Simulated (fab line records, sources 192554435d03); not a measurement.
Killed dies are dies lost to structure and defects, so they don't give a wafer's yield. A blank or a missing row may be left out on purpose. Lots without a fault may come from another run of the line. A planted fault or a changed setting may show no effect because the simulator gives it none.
fab line records | flow n5_finfet
record lots=24 wafers=72 last_day=18
route steps=1938 shown BEOL_M9@1443 BEOL_M10@1471 BEOL_M11@1539
lots that met no fault: from a run of the same line without faults
start_h: hours from the record's first day to the start of the lot's first wafer shown | wait_h: hours since the lot's step before | " the same as in the row above | L1.1+2: a row that stands for several wafers | - no value, or no start given | * or withheld: withheld | < > ~ a bound
route shown NAME@n: a module of which the file shows steps, and the number in the route of the first | usual: mean/standard deviation of fault-free wafers | same: alike in all rows | chamber/n: place in a boat | sites: the reading at each site | _std_site: their standard deviation | _edge_site: outer sites' mean less inner sites' | radius_mm: how far each site lies from the wafer's centre | mask NAME#n: copy n | behind: the tool/chamber that last shaped the wafer | hold: why the lot was held/for how many hours/how that ended | device: the transistor (n, p or np) that didn't switch | end of line: the same wafers' tests at the end of the route | a step without rows: its recipe alone | killed: dies lost to structure and defects at the first sort, not the wafer's yield | map: a wafer's dies, x killed, . not, _ none there
set.NAME: the setting as run; set.NAME@STEP: as run at that earlier step | model.NAME: the simulator's own value behind a step, which no gauge read
steps of the route over a sample of lots; a table a step, a row a wafer
services: from which hour (start_h, from the record's first day; less than 0 if before it) a tool's chamber was out of use, for how many hours, and why
## steps
# step N5_BEOL_M9_VIA_ETCH_34
# recipe chemistry=C4F6/O2 target=SiCOH_lowk target_depth_a=1824 mask_material=SOC taper_deg=4 time_s=68.4 ion_energy_ev=250 pressure_mtorr=30 source_w=345 bias_w=185 Ar_flow_sccm=300 C4F6_flow_sccm=10 O2_flow_sccm=10
# usual C4F6_flow_sccm=10.00/0.03 drypump_motor_current_A=5.4/0.51 oes_ar_750_au=0.75/0.062 oes_product_au=0.75/0.066 rf_vpp_V=663/8.1 showerhead_plenum_p_Torr=2.81/0.12 throttle_valve_pct=20.90/0.24
# columns lot.wafer tool chamber start_h wait_h C4F6_flow_sccm drypump_motor_current_A oes_ar_750_au oes_product_au rf_hours_counter_h rf_vpp_V showerhead_plenum_p_Torr throttle_valve_pct
L074.1 rie_diel-06 1 208.30 0.0 10.07 4.9 0.78 0.76 152 651 2.74 20.93
L074.4 " 0 " " 10.03 5.5 0.72 0.73 166 679 2.85 21.27
L074.5 " 0 " " 10.06 5.5 0.72 0.71 - 679 2.85 21.28
L075.2 rie_diel-01 0 213.70 0.0 9.99 5.4 0.78 0.78 118 656 2.65 20.73
L075.3 " 1 " " 10.02 4.7 0.71 0.70 200 667 2.95 21.20
L075.6 " 0 " " 9.98 5.4 0.79 0.78 - 657 2.65 20.73
L076.2 rie_diel-01 3 226.98 0.0 9.97 5.8 0.69 0.69 249 662 2.81 21.04
L076.4 " 1 " " 9.95 4.7 0.71 0.70 204 666 2.95 21.24
L076.6 " 1 " " 9.93 4.7 0.70 0.69 - 668 2.95 21.22
L077.2 rie_diel-01 1 227.52 0.0 9.97 4.7 0.70 0.70 205 666 2.95 21.22
L077.3 " 0 " " 10.00 5.4 0.78 0.78 122 659 2.64 20.73
L077.5 " 0 " " 10.01 5.4 0.78 0.77 - 659 2.64 20.73
L078.2 rie_diel-02 2 231.31 0.0 9.95 5.1 0.73 0.73 175 661 2.72 20.82
L078.3 " 0 " " 10.05 5.2 0.84 0.85 62 669 3.00 20.59
L078.4 " 3 " " 10.05 5.8 0.76 0.76 156 669 2.85 20.86
L081.3 rie_diel-02 2 249.66 0.0 10.01 5.1 0.73 0.73 180 663 2.72 20.85
L081.4 " 0 " " 10.00 5.2 0.84 0.84 67 670 3.00 20.58
L081.6 " 2 " " 10.04 5.0 0.73 0.74 - 662 2.72 20.85
L080.2 rie_diel-06 2 253.44 0.0 9.97 5.0 0.74 0.73 177 651 2.73 20.94
L080.3 " 1 " " 10.06 5.0 0.76 0.75 167 652 2.73 20.95
L080.4 " 1 " " 10.03 4.9 0.76 0.75 - 651 2.73 20.96
L079.1 rie_diel-01 0 253.59 0.0 9.97 5.4 0.77 0.76 133 657 2.64 20.75
L079.2 " 1 " " 9.98 4.7 0.70 0.69 215 666 2.95 21.23
L079.5 " 0 " " 9.96 5.4 0.78 0.77 - 658 2.64 20.74
L082.1 rie_diel-01 0 259.70 0.0 10.01 5.4 0.78 0.76 136 658 2.64 20.75
L082.5 " 1 " " 9.99 4.7 0.70 0.68 - 667 2.94 21.24
L082.6 " 0 " " 10.01 5.4 0.78 0.76 - 658 2.64 20.75
L083.2 rie_diel-01 1 260.39 0.0 10.01 4.7 0.70 0.68 219 667 2.94 21.23
L083.4 " 1 " " 10.02 4.7 0.70 0.69 - 666 2.94 21.23
L083.5 " 0 " " 10.03 5.4 0.77 0.76 - 658 2.64 20.76
L084.1 rie_diel-06 2 270.09 0.0 9.98 5.0 0.73 0.72 185 651 2.73 20.96
L084.5 " 1 " " 10.03 4.9 0.76 0.74 - 651 2.73 20.95
L084.6 " 2 " " 9.97 5.0 0.72 0.72 - 650 2.73 20.97
L086.1 rie_diel-02 2 288.41 0.0 9.97 5.1 0.72 0.72 192 660 2.72 20.86
L086.5 " 0 " " 9.96 5.2 0.83 0.83 - 670 2.99 20.61
L086.6 " 3 " " 10.01 5.9 0.75 0.75 - 669 2.84 20.88
L085.2 rie_diel-02 3 290.81 0.0 9.98 5.9 0.76 0.75 173 669 2.84 20.88
L085.3 " 1 " " 10.06 6.3 0.76 0.76 181 658 2.72 20.73
L085.4 " 0 " " 9.98 5.3 0.83 0.83 79 669 2.99 20.61
L089.1 rie_diel-06 2 296.37 0.0 10.00 5.0 0.72 0.71 192 651 2.73 20.98
L089.2 " 1 " " 9.97 4.9 0.75 0.73 181 652 2.72 20.96
L089.3 " 3 " " 9.99 5.5 0.96 0.96 6 671 3.03 20.49
L087.2 rie_diel-01 0 297.47 0.0 9.96 5.4 0.76 0.75 148 659 2.63 20.77
L087.4 " 1 " " 10.00 4.7 0.69 0.68 231 666 2.94 21.28
L087.6 " 0 " " 10.04 5.4 0.76 0.76 - 658 2.63 20.77
L088.1 rie_diel-02 1 298.31 0.0 10.01 6.3 0.75 0.75 184 659 2.72 20.72
L088.3 " 0 " " 10.06 5.3 0.83 0.83 82 669 2.99 20.60
L088.5 " 2 " " 9.99 5.0 0.72 0.72 - 662 2.71 20.88
L090.2 rie_diel-01 2 312.19 0.0 9.93 6.3 0.70 0.69 203 665 2.81 20.76
L090.3 " 1 " " 10.04 4.7 0.68 0.67 237 668 2.93 21.27
L090.4 " 3 " " 10.04 5.7 0.95 0.96 13 668 2.81 20.65
L093.1 rie_diel-06 0 318.12 0.0 9.98 5.5 0.69 0.69 201 678 2.83 21.33
L093.2 " 1 " " 9.98 5.0 0.74 0.72 190 652 2.72 20.98
L093.5 " 2 " " 10.04 5.0 0.71 0.71 - 650 2.73 20.98
L091.2 rie_diel-02 0 318.28 0.0 9.98 5.2 0.81 0.82 88 669 2.99 20.63
L091.3 " 1 " " 9.97 6.3 0.75 0.75 190 659 2.71 20.73
L091.5 " 3 " " 9.96 5.9 0.74 0.74 - 669 2.84 20.90
L092.2 rie_diel-06 2 323.47 0.0 9.99 5.0 0.72 0.70 201 649 2.72 20.99
L092.4 " 3 " " 10.00 5.6 0.93 0.93 15 671 3.02 20.52
L092.6 " 0 " " 10.01 5.5 0.70 0.69 - 678 2.83 21.33
L094.2 rie_diel-02 0 324.78 0.0 9.99 5.3 0.81 0.82 90 668 2.99 20.63
L094.3 " 2 " " 10.03 5.1 0.71 0.71 203 660 2.71 20.88
L094.4 " 3 " " 9.99 5.9 0.75 0.73 183 667 2.83 20.91
L095.1 rie_diel-06 1 349.20 0.0 10.00 4.9 0.74 0.73 200 652 2.72 21.01
L095.3 " 3 " " 10.03 5.6 0.91 0.92 22 671 3.02 20.54
L095.5 " 3 " " 10.03 5.6 0.91 0.92 - 672 3.02 20.53
L097.2 rie_diel-02 0 349.77 0.0 10.04 5.3 0.80 0.80 99 669 2.98 20.62
L097.3 " 1 " " 9.98 6.3 0.74 0.74 201 659 2.71 20.74
L097.5 " 2 " " 9.99 5.1 0.71 0.70 - 660 2.71 20.88
L096.1 rie_diel-06 1 350.32 0.0 9.97 4.9 0.74 0.73 200 652 2.72 21.01
L096.3 " 2 " " 9.98 5.0 0.71 0.71 209 650 2.72 21.00
L096.5 " 0 " " 10.01 5.5 0.69 0.69 - 679 2.83 21.34
# step N5_BEOL_M10_CURE_71
# recipe temp_c=385 time_s=240 ambient=He/Ar material=SiCOH_lowk
# usual lamp_power_pct=52.32/0.057 wafer_temp_C_max=386.5/0.46
# columns lot.wafer tool chamber start_h wait_h lamp_power_pct wafer_temp_C_max
L074.1 uv_cure-02 2 211.36 0.1 52.28 386.0
L074.4 " 2 " " 52.35 385.8
L074.5 " 2 " " 52.23 386.2
L075.2 uv_cure-01 0 218.82 0.5 52.35 386.7
L075.3 " 0 " " 52.23 386.3
L075.6 " 0 " " 52.27 386.1
L076.2 uv_cure-02 2 230.48 0.1 52.34 386.7
L076.4 " 2 " " 52.28 386.1
L076.6 " 2 " " 52.32 385.7
L077.2 uv_cure-03 2 230.88 0.1 52.31 386.6
L077.3 " 2 " " 52.39 386.9
L077.5 " 2 " " 52.26 387.0
L078.2 uv_cure-02 1 234.72 0.1 52.42 386.3
L078.3 " 1 " " 52.25 386.1
L078.4 " 1 " " 52.32 386.0
L081.3 uv_cure-02 1 252.45 0.2 52.33 386.2
L081.4 " 1 " " 52.39 386.8
L081.6 " 1 " " 52.33 385.9
L080.2 uv_cure-03 2 256.26 0.1 52.33 387.6
L080.3 " 2 " " 52.32 387.1
L080.4 " 2 " " 52.37 387.5
L079.1 uv_cure-01 0 256.39 0.0 52.35 386.5
L079.2 " 0 " " 52.28 386.7
L079.5 " 0 " " 52.30 386.6
L082.1 uv_cure-03 2 262.79 0.0 52.29 387.0
L082.5 " 2 " " 52.30 386.8
L082.6 " 2 " " 52.33 386.8
L083.2 uv_cure-01 0 264.82 0.1 52.27 386.4
L083.4 " 0 " " 52.39 386.5
L083.5 " 0 " " 52.34 385.8
L084.1 uv_cure-02 0 274.15 0.0 52.37 386.8
L084.5 " 0 " " 52.33 387.0
L084.6 " 0 " " 52.33 386.9
L086.1 uv_cure-01 2 291.59 0.1 52.33 386.3
L086.5 " 2 " " 52.27 386.1
L086.6 " 2 " " 52.45 385.7
L085.2 uv_cure-03 1 294.12 0.2 52.30 386.3
L085.3 " 1 " " 52.24 386.6
L085.4 " 1 " " 52.39 386.4
L089.1 uv_cure-02 1 299.95 0.0 52.30 386.7
L089.2 " 1 " " 52.23 386.3
L089.3 " 1 " " 52.14 386.3
L087.2 uv_cure-03 0 300.28 0.1 52.28 387.3
L087.4 " 0 " " 52.34 387.4
L087.6 " 0 " " 52.24 386.9
L088.1 uv_cure-01 0 301.48 0.0 52.29 386.6
L088.3 " 0 " " 52.31 386.5
L088.5 " 0 " " 52.35 386.0
L090.2 uv_cure-02 2 315.42 0.1 52.21 386.1
L090.3 " 2 " " 52.32 386.4
L090.4 " 2 " " 52.31 386.1
L093.1 uv_cure-03 1 320.90 0.0 52.37 386.3
L093.2 " 1 " " 52.30 386.8
L093.5 " 1 " " 52.35 386.4
L091.2 uv_cure-02 1 321.32 0.2 52.22 386.4
L091.3 " 1 " " 52.28 385.9
L091.5 " 1 " " 52.30 386.3
L092.2 uv_cure-02 1 327.55 0.1 52.43 385.9
L092.4 " 1 " " 52.24 386.2
L092.6 " 1 " " 52.38 386.2
L094.2 uv_cure-02 1 328.03 0.3 52.25 386.5
L094.3 " 1 " " 52.32 386.3
L094.4 " 1 " " 52.30 385.4
L095.1 uv_cure-02 0 352.30 0.0 52.37 386.6
L095.3 " 0 " " 52.27 387.8
L095.5 " 0 " " 52.26 386.8
L097.2 uv_cure-03 1 353.01 0.2 52.40 386.9
L097.3 " 1 " " 52.37 386.9
L097.5 " 1 " " 52.27 386.5
L096.1 uv_cure-01 0 353.37 0.0 52.38 386.3
L096.3 " 0 " " 52.34 386.3
L096.5 " 0 " " 52.25 386.3
# step N5_BEOL_M10_THK_MEAS_01
# recipe reads=SiCOH_lowk_of_BEOL_M10_ILD_DEP_00
# usual M10_ILD_THK=268/3.9
# columns lot.wafer tool chamber start_h wait_h M10_ILD_THK[nm]
L074.1 film_metro-01 - 211.87 0.4 264
L074.4 " - " " 268
L074.5 " - " " 268
L075.2 film_metro-01 - 219.25 0.4 259
L075.3 " - " " 264
L075.6 " - " " 267
L076.2 film_metro-02 - 230.91 0.4 266
L076.4 " - " " 271
L076.6 " - " " 272
L077.2 film_metro-02 - 231.32 0.4 270
L077.3 " - " " 268
L077.5 " - " " 272
L078.2 film_metro-01 - 235.16 0.4 263
L078.3 " - " " 264
L078.4 " - " " 269
L081.3 film_metro-02 - 252.80 0.3 263
L081.4 " - " " 272
L081.6 " - " " 271
L080.2 film_metro-01 - 256.69 0.4 266
L080.3 " - " " 266
L080.4 " - " " 267
L079.1 film_metro-01 - 256.90 0.4 267
L079.2 " - " " 267
L079.5 " - " " 272
L082.1 film_metro-02 - 263.30 0.4 265
L082.5 " - " " 271
L082.6 " - " " 268
L083.2 film_metro-01 - 265.25 0.4 267
L083.4 " - " " 271
L083.5 " - " " 270
L084.1 film_metro-02 - 274.66 0.4 264
L084.5 " - " " 272
L084.6 " - " " 271
L086.1 film_metro-01 - 292.10 0.4 268
L086.5 " - " " 274
L086.6 " - " " 275
L085.2 film_metro-01 - 294.95 0.7 273
L085.3 " - " " 267
L085.4 " - " " 275
L089.1 film_metro-01 - 300.46 0.4 272
L089.2 " - " " 275
L089.3 " - " " 271
L087.2 film_metro-01 - 300.72 0.4 269
L087.4 " - " " 273
L087.6 " - " " 270
L088.1 film_metro-01 - 301.99 0.4 261
L088.3 " - " " 265
L088.5 " - " " 268
L090.2 film_metro-02 - 315.85 0.4 267
L090.3 " - " " 270
L090.4 " - " " 271
L093.1 film_metro-02 - 321.41 0.4 260
L093.2 " - " " 261
L093.5 " - " " 263
L091.2 film_metro-01 - 321.75 0.4 271
L091.3 " - " " 270
L091.5 " - " " 276
L092.2 film_metro-02 - 327.98 0.4 266
L092.4 " - " " 270
L092.6 " - " " 270
L094.2 film_metro-02 - 328.46 0.4 271
L094.3 " - " " 267
L094.4 " - " " 274
L095.1 film_metro-02 - 352.81 0.4 263
L095.3 " - " " 264
L095.5 " - " " 267
L097.2 film_metro-02 - 353.44 0.4 269
L097.3 " - " " 266
L097.5 " - " " 273
L096.1 film_metro-02 - 353.88 0.4 267
L096.3 " - " " 265
L096.5 " - " " 271
# step N5_BEOL_M10_THK_MEAS_53
# recipe thk_meas_gauge=xrf reads=Cu_of_BEOL_M10_ECD_50
# usual M10_THK=140.6/2.2
# columns lot.wafer tool chamber start_h wait_h M10_THK[nm]
L074.1 film_metro-01 - 221.10 - 137.7
L074.4 " - " " 140.5
L074.5 " - " " 137.3
L075.2 film_metro-01 - 227.05 - 139.4
L075.3 " - " " 138.3
L075.6 " - " " 138.1
L076.2 film_metro-01 - 237.94 - 140.4
L076.4 " - " " 136.1
L076.6 " - " " 140.7
L077.2 film_metro-02 - 238.74 - 142.3
L077.3 " - " " 136.9
L077.5 " - " " 141.2
L078.2 film_metro-01 - 241.47 - 141.8
L078.3 " - " " 139.8
L078.4 " - " " 136.8
L081.3 film_metro-01 - 259.30 - 138.7
L081.4 " - " " 140.7
L081.6 " - " " 141.2
L080.2 film_metro-01 - 263.96 - 140.8
L080.3 " - " " 144.1
L080.4 " - " " 142.1
L079.1 film_metro-02 - 265.00 - 134.8
L079.2 " - " " 137.9
L079.5 " - " " 138.0
L082.1 film_metro-02 - 268.40 - 141.9
L082.5 " - " " 140.9
L082.6 " - " " 140.7
L083.2 film_metro-01 - 272.78 - 140.3
L083.4 " - " " 138.8
L083.5 " - " " 140.7
L084.1 film_metro-01 - 281.31 - 138.0
L084.5 " - " " 139.0
L084.6 " - " " 137.1
L086.1 film_metro-01 - 297.75 - 140.2
L086.5 " - " " 141.0
L086.6 " - " " 143.0
L085.2 film_metro-01 - 300.74 - 136.4
L085.3 " - " " 140.6
L085.4 " - " " 140.7
L089.1 film_metro-02 - 305.33 - 139.1
L089.2 " - " " 140.1
L089.3 " - " " 138.4
L087.2 film_metro-01 - 307.26 - 139.0
L087.4 " - " " 139.3
L087.6 " - " " 141.9
L088.1 film_metro-02 - 308.82 - 139.5
L088.3 " - " " 139.4
L088.5 " - " " 140.8
L090.2 film_metro-01 - 323.58 - 144.3
L090.3 " - " " 144.4
L090.4 " - " " 140.0
L093.1 film_metro-02 - 327.24 - 144.9
L093.2 " - " " 141.8
L093.5 " - " " 143.5
L091.2 film_metro-01 - 327.79 - 139.6
L091.3 " - " " 141.0
L091.5 " - " " 142.5
L092.2 film_metro-01 - 333.99 - 144.6
L092.4 " - " " 141.7
L092.6 " - " " 143.9
L094.2 film_metro-01 - 334.86 - 138.2
L094.3 " - " " 139.9
L094.4 " - " " 141.4
L095.1 film_metro-02 - 358.37 - 138.9
L095.3 " - " " 139.1
L095.5 " - " " 141.4
L097.2 film_metro-02 - 361.09 - 143.0
L097.3 " - " " 143.7
L097.5 " - " " 143.7
L096.1 film_metro-02 - 362.50 - 142.2
L096.3 " - " " 143.0
L096.5 " - " " 142.9
# step N5_BEOL_M11_PECVD_70
# recipe material=SiO2 target_thk_a=200 temp_c=400 precursor=TEOS/O2 pressure_torr=5.5 rf_w=450 teos_flow_sccm=53.8 gas=O2 flow_sccm=3000 time_s=22.7
# usual heater_power_w=697/85 showerhead_plenum_p_Torr=8.76/0.066 throttle_valve_pct=22.5/1.2
# columns lot.wafer tool chamber start_h wait_h heater_power_w showerhead_plenum_p_Torr throttle_valve_pct
L074.1 pecvd-04 1 222.44 0.0 601 8.78 23.3
L074.4 " 1 " " 613 8.77 23.4
L074.5 " 2 " " 654 8.70 20.7
L075.2 pecvd-01 1 227.87 0.0 943 8.82 23.8
L075.3 " 2 " " 766 8.70 22.9
L075.6 " 1 " " 924 8.80 23.6
L076.2 pecvd-02 0 239.24 0.0 770 8.85 24.3
L076.4 " 1 " " 656 8.69 21.7
L076.6 " 2 " " 618 8.69 21.2
L077.2 pecvd-02 1 239.57 0.0 597 8.72 21.8
L077.3 " 2 " " 620 8.66 20.9
L077.5 " 0 " " 718 8.87 24.5
L078.2 pecvd-04 2 242.31 0.0 691 8.70 20.8
L078.3 " 1 " " 731 8.81 23.4
L078.4 " 1 " " 745 8.79 23.4
L081.3 pecvd-02 0 260.12 0.0 761 8.87 24.5
L081.4 " 0 " " 749 8.86 24.3
L081.6 " 1 " " 623 8.71 21.4
L080.2 pecvd-04 1 265.45 0.0 715 8.78 23.6
L080.3 " 0 " " 721 8.84 22.4
L080.4 " 0 " " 724 8.82 22.7
L079.1 pecvd-02 1 265.83 0.0 594 8.72 21.6
L079.2 " 2 " " 656 8.67 21.2
L079.5 " 1 " " 572 8.72 21.7
L082.1 pecvd-01 2 269.23 0.0 784 8.71 22.8
L082.5 " 0 " " 752 8.79 23.2
L082.6 " 1 " " 923 8.83 23.8
L083.2 pecvd-04 1 273.61 0.0 725 8.79 23.2
L083.4 " 1 " " 763 8.77 23.4
L083.5 " 2 " " 741 8.70 20.8
L084.1 pecvd-01 1 282.14 0.0 803 8.83 23.6
L084.5 " 2 " " 718 8.71 22.8
L084.6 " 0 " " 708 8.83 23.5
L086.1 pecvd-02 2 298.58 0.0 628 8.71 21.2
L086.5 " 2 " " 629 8.69 21.1
L086.6 " 1 " " 590 8.73 21.6
L085.2 pecvd-04 1 301.57 0.0 717 8.78 23.4
L085.3 " 2 " " 654 8.69 20.8
L085.4 " 1 " " 721 8.79 23.4
L089.1 pecvd-01 2 306.16 0.0 650 8.71 22.9
L089.2 " 0 " " 745 8.78 23.2
L089.3 " 1 " " 782 8.82 23.7
L087.2 pecvd-01 1 308.09 0.0 952 8.81 23.6
L087.4 " 2 " " 752 8.72 22.9
L087.6 " 1 " " 913 8.80 23.7
L088.1 pecvd-02 0 309.70 0.0 703 8.88 24.6
L088.3 " 2 " " 621 8.68 21.1
L088.5 " 2 " " 621 8.69 21.3
L090.2 pecvd-02 0 324.42 0.0 631 8.85 24.6
L090.3 " 2 " " 643 8.67 21.2
L090.4 " 2 " " 640 8.66 21.5
L093.1 pecvd-04 0 328.20 0.0 727 8.84 22.3
L093.2 " 2 " " 694 8.69 20.6
L093.5 " 0 " " 720 8.85 22.2
L091.2 pecvd-02 1 328.68 0.0 551 8.73 21.8
L091.3 " 2 " " 567 8.67 21.1
L091.5 " 1 " " 554 8.70 21.5
L092.2 pecvd-01 1 334.82 0.0 919 8.81 23.7
L092.4 " 0 " " 757 8.78 23.2
L092.6 " 2 " " 788 8.70 22.7
L094.2 pecvd-04 0 335.69 0.0 629 8.81 22.1
L094.3 " 2 " " 695 8.70 21.1
L094.4 " 1 " " 716 8.76 23.5
L095.1 pecvd-04 1 359.20 0.0 683 8.76 23.5
L095.3 " 0 " " 661 8.85 22.3
L095.5 " 0 " " 661 8.83 22.4
L097.2 pecvd-04 2 361.92 0.0 758 8.69 21.0
L097.3 " 1 " " 687 8.79 23.4
L097.5 " 2 " " 737 8.72 21.0
L096.1 pecvd-02 1 363.80 0.0 605 8.72 21.8
L096.3 " 2 " " 553 8.69 21.6
L096.5 " 2 " " 542 8.67 21.7
# step N5_BEOL_M11_DESCUM_16
# recipe chemistry=O2 time_s=7.9 source_power_w=50 bias_power_w=20 pressure_mtorr=20 rf_frequency_hz=2.712e+07 temp_c=40 resist=CAR-ArF o2_flow_sccm=225
# usual drypump_motor_current_A=5.5/0.47 oes_product_au=0.75/0.077 rf_vpp_V=242.6/1.5 showerhead_plenum_p_Torr=2.06/0.087 throttle_valve_pct=20.39/0.2
# columns lot.wafer tool chamber start_h wait_h drypump_motor_current_A oes_product_au rf_hours_counter_h rf_vpp_V showerhead_plenum_p_Torr throttle_valve_pct
L074.1 rie_diel-02 2 224.29 0.0 5.1 0.75 172 241.3 1.99 20.30
L074.4 " 0 " " 5.2 0.85 60 244.3 2.22 20.14
L074.5 " 2 " " 5.1 0.75 - 243.0 1.99 20.30
L075.2 rie_diel-06 2 229.15 0.0 5.0 0.73 169 242.6 1.99 20.34
L075.3 " 1 " " 4.9 0.76 158 242.2 2.01 20.46
L075.6 " 1 " " 4.9 0.75 - 241.7 2.01 20.47
L076.2 rie_diel-06 1 242.07 0.5 4.9 0.75 163 242.2 2.01 20.47
L076.4 " 3 " " 5.6 0.66 249 242.5 1.98 20.38
L076.6 " 0 " " 5.6 0.72 - 242.6 2.08 20.70
L077.2 rie_diel-02 3 242.29 0.5 5.8 0.76 159 242.9 2.09 20.40
L077.3 " 1 " " 6.3 0.76 168 241.2 2.00 20.25
L077.5 " 3 " " 5.9 0.76 - 244.2 2.09 20.40
L078.2 rie_diel-01 1 244.63 0.0 4.7 0.69 212 243.5 2.15 20.65
L078.3 " 0 " " 5.4 0.76 129 239.9 1.93 20.24
L078.4 " 1 " " 4.7 0.70 - 244.5 2.16 20.67
L081.3 rie_diel-06 1 261.40 0.0 4.9 0.74 171 242.1 2.00 20.49
L081.4 " 0 " " 5.5 0.71 - 243.2 2.07 20.72
L081.6 " 2 " " 5.0 0.73 - 241.6 1.99 20.35
L080.2 rie_diel-02 2 267.26 0.0 5.1 0.73 185 241.0 1.98 20.31
L080.3 " 1 " " 6.2 0.75 174 242.8 2.00 20.28
L080.4 " 0 " " 5.2 0.84 72 245.5 2.21 20.17
L079.1 rie_diel-06 2 267.32 0.0 5.0 0.72 183 242.8 1.99 20.37
L079.2 " 1 " " 4.9 0.73 173 241.1 2.00 20.48
L079.5 " 2 " " 5.0 0.72 - 241.0 1.99 20.39
L082.1 rie_diel-06 2 270.88 0.2 5.0 0.72 185 240.7 1.99 20.34
L082.5 " 1 " " 4.9 0.75 - 241.9 2.00 20.49
L082.6 " 2 " " 5.0 0.71 - 242.4 1.99 20.37
L083.2 rie_diel-02 2 276.10 0.0 5.1 0.73 188 241.8 1.98 20.31
L083.4 " 0 " " 5.3 0.84 74 245.2 2.21 20.15
L083.5 " 1 " " 6.3 0.75 - 242.2 2.00 20.27
L084.1 rie_diel-06 0 284.73 0.1 5.5 0.70 190 242.3 2.07 20.72
L084.5 " 0 " " 5.5 0.71 - 241.5 2.07 20.72
L084.6 " 3 " " 5.6 0.97 - 243.7 2.24 20.04
L086.1 rie_diel-06 2 299.53 0.2 5.0 0.71 193 243.2 1.98 20.39
L086.5 " 1 " " 5.0 0.74 - 241.9 2.00 20.51
L086.6 " 0 " " 5.6 0.70 - 243.1 2.07 20.73
L085.2 rie_diel-02 3 303.75 0.1 5.9 0.74 175 243.8 2.09 20.44
L085.3 " 0 " " 5.2 0.82 84 243.9 2.21 20.19
L085.4 " 1 " " 6.3 0.75 186 242.1 1.99 20.28
L089.1 rie_diel-01 1 307.26 0.0 4.7 0.67 235 244.5 2.15 20.69
L089.2 " 2 " " 6.3 0.69 201 243.9 2.08 20.37
L089.3 " 3 " " 5.7 0.96 11 243.5 2.05 20.06
L087.2 rie_diel-01 2 309.70 0.0 6.3 0.71 202 242.5 2.08 20.36
L087.4 " 1 " " 4.7 0.68 236 244.0 2.15 20.69
L087.6 " 1 " " 4.7 0.67 - 245.0 2.15 20.69
L088.1 rie_diel-06 1 310.75 0.1 4.9 0.73 188 242.2 2.00 20.53
L088.3 " 2 " " 5.0 0.72 198 241.0 1.98 20.38
L088.5 " 3 " " 5.6 0.94 - 244.9 2.23 20.05
L090.2 rie_diel-06 3 325.92 0.0 5.6 0.93 15 244.6 2.23 20.07
L090.3 " 2 " " 5.0 0.71 202 240.9 1.98 20.39
L090.4 " 0 " " 5.5 0.70 204 243.0 2.07 20.75
L093.1 rie_diel-06 0 330.58 1.0 5.5 0.70 205 241.1 2.06 20.75
L093.2 " 2 " " 5.0 0.71 203 240.7 1.98 20.39
L093.5 " 0 " " 5.5 0.70 - 242.1 2.06 20.76
L091.2 rie_diel-01 3 330.66 0.9 5.7 0.95 19 242.8 2.05 20.06
L091.3 " 0 " " 5.4 0.74 159 239.9 1.92 20.28
L091.5 " 0 " " 5.4 0.73 - 239.8 1.92 20.30
L092.2 rie_diel-02 1 335.66 0.0 6.3 0.74 197 240.8 1.99 20.30
L092.4 " 2 " " 5.1 0.71 207 241.0 1.97 20.34
L092.6 " 3 " " 5.9 0.73 - 243.4 2.08 20.45
L094.2 rie_diel-02 3 337.74 0.0 5.9 0.72 187 243.8 2.08 20.46
L094.3 " 1 " " 6.3 0.74 197 241.6 1.99 20.30
L094.4 " 2 " " 5.1 0.71 208 241.2 1.97 20.34
L095.1 rie_diel-01 2 360.24 0.0 6.3 0.68 216 240.6 2.07 20.40
L095.3 " 0 " " 5.4 0.73 168 239.8 1.92 20.29
L095.5 " 0 " " 5.4 0.73 - 241.5 1.91 20.30
L097.2 rie_diel-01 3 363.04 0.0 5.8 0.91 29 241.3 2.04 20.08
L097.3 " 2 " " 6.3 0.68 218 241.5 2.07 20.40
L097.5 " 2 " " 6.3 0.68 - 241.9 2.07 20.40
L096.1 rie_diel-02 3 368.98 0.0 5.9 0.72 196 241.9 2.08 20.45
L096.3 " 0 " " 5.2 0.80 105 245.4 2.20 20.23
L096.5 " 1 " " 6.2 0.73 - 241.4 1.99 20.31
## services
# columns tool chamber start_h hours kind
uv_cure-03 - 207.57 2.1 pm
uv_cure-02 - 215.20 9.5 repair
pecvd-04 - 221.49 0.8 repair
pecvd-04 - 225.70 4.3 pm
rie_diel-01 2 235.65 2.4 repair
rie_diel-01 3 236.99 5.4 repair
rie_diel-01 3 242.70 - clean
rie_diel-01 3 242.70 - consumable_replace:esc
rie_diel-01 3 242.70 - consumable_replace:focus_ring
rie_diel-01 3 242.70 18.6 scheduled_down
rie_diel-01 3 242.70 18.6 vent_cycle
rie_diel-06 3 247.21 - clean
rie_diel-06 3 247.21 - consumable_replace:focus_ring
rie_diel-06 3 247.21 - consumable_replace:showerhead
rie_diel-06 3 247.21 23.3 scheduled_down
rie_diel-06 3 247.21 23.3 vent_cycle
rie_diel-01 0 277.94 1.8 repair
rie_diel-01 3 279.67 7.2 repair
uv_cure-01 - 285.16 4.7 repair
rie_diel-02 3 292.71 8.2 repair
uv_cure-03 - 302.98 7.5 pm
rie_diel-02 2 316.58 4.0 repair
uv_cure-03 - 325.83 6.0 pm
uv_cure-03 - 331.83 1.0 pm
## key
fault none
